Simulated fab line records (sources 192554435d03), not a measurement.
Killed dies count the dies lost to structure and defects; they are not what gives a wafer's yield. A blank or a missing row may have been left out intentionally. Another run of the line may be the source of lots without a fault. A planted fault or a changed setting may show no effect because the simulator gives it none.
8D (eight disciplines) problem report, filled in by code + flow n5-finfet + the parts of the form that need people (team, actions taken, sign-off) are left out

## 1. WHAT IS WRONG
raw-defect-count at N5_FIN_SAQP_INSPECT_40 reads a mean of 731 on 6 wafers of 2 lots; wafers without a fault read 229 with a standard deviation of 69. Measured from the usual mean, that is +7.3 standard deviations.
The step: inspects for defects (brightfield).
First observed at day 4 03:16: wafer L950.3, on defect-inspect-02. The record has a number at this step for 21 wafers belonging to 7 lots. Rule for "out", or "out of limits": more than 4 standard deviations from the usual mean. The other wafers with a number count as sound.

## 2. WHAT THIS IS AND IS NOT
| question                    | is                                   | is not                                                                         |
|-----------------------------|--------------------------------------|--------------------------------------------------------------------------------|
| which readings at this step | raw-defect-count                     | -                                                                              |
| which lots                  | L950, L953                           | L948, L949, L960, L962, L965                                                   |
| which wafers of those lots  | all that have a number               | -                                                                              |
| read on which gauges        | defect-inspect-01, defect-inspect-02 | -                                                                              |
| when                        | from day 4 03:16                     | up to then (6 sound wafers); but 9 sound wafers of L960, L962, L965 came after |

## 3. SUSPECTS, AND WHAT RULES EACH OUT
Counting: a tool at any process step up to the reading remains a suspect when it ran all the lots that are out and ran no sound lot after the first of those.
- the gauge at N5_FIN_SAQP_INSPECT_40 is ruled out. Those wafers that are out were read across 2 gauges (defect-inspect-01, defect-inspect-02).
- rie-diel-04 at N5_FIN_SAQP_STRIP_55 (strips in N2/H2): kept. Every lot that is out went through it, starting with L950 (day 3 23:29), and after that it ran no sound lot; the last sound lot it ran before then is L949 (day 3 17:27).
After counting, what remains is rie-diel-04 at N5_FIN_SAQP_STRIP_55.

## 4. THE CAUSE (what the simulator had put in)
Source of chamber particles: rie-diel-04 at N5_FIN_SAQP_STRIP_55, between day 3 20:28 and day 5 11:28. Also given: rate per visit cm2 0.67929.
Counting left only this tool.

## 5. SEQUENCE OF EFFECTS, ordered by route
Each row: a reading where the mean over the struck wafers with a number is more than 3 standard deviations away from the usual. Only readings for which the record gives a usual standard deviation are gone through. hours: the time from each lot's start at the first step in this table that gives one to its start at this step, as a median over the lots. sigmas: the change in usual standard deviations.
| hours | step                    | reading             | usual | on struck wafers | change | sigmas |
|-------|-------------------------|---------------------|-------|------------------|--------|--------|
| 0     | N5_FIN_SAQP_INSPECT_40  | raw-defect-count    | 229   | 731              | +502   | +7.3   |
| 0     | N5_FIN_CUT_INSPECT_10   | raw-defect-count    | 42    | 480              | +438   | +36    |
| 2     | N5_FIN_CUT_INSPECT_17   | raw-defect-count    | 233   | 737              | +504   | +7.2   |
| 246   | N5_PASSIVATION_PROBE_49 | killed-at-front-end | 37    | 95               | +58    | +5.3   |
| 246   | N5_PASSIVATION_PROBE_49 | killed-on-rim       | 13    | 24               | +12    | +3.2   |
| 246   | N5_PASSIVATION_PROBE_49 | sort_bin_5_function | 5.2 % | 8.1              | +2.9   | +3.2   |
The process steps in it:
- N5_PASSIVATION_PROBE_49
Later steps that measure or inspect, where all struck wafers having a row at the step show a number for every such reading and not one has moved that far: N5_BEOL_M4_RC_MEAS_101.

## 6. HOW IT WOULD HAVE BEEN CAUGHT EARLIER
Counted from the fault's start at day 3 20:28, it took 7 hours until the first out-of-limits reading at a measuring or inspecting step in this record, taken at day 4 03:16.
Tool readings at N5_FIN_SAQP_STRIP_55 with a usual standard deviation given in the record: none out on any struck wafer, hence no alarm at a limit of 4 standard deviations on them.
L953, from the lots that are out (2), started N5_FIN_SAQP_STRIP_55 on rie-diel-04 later than day 4 03:16. It would have been spared by a hold on the tool at that moment.
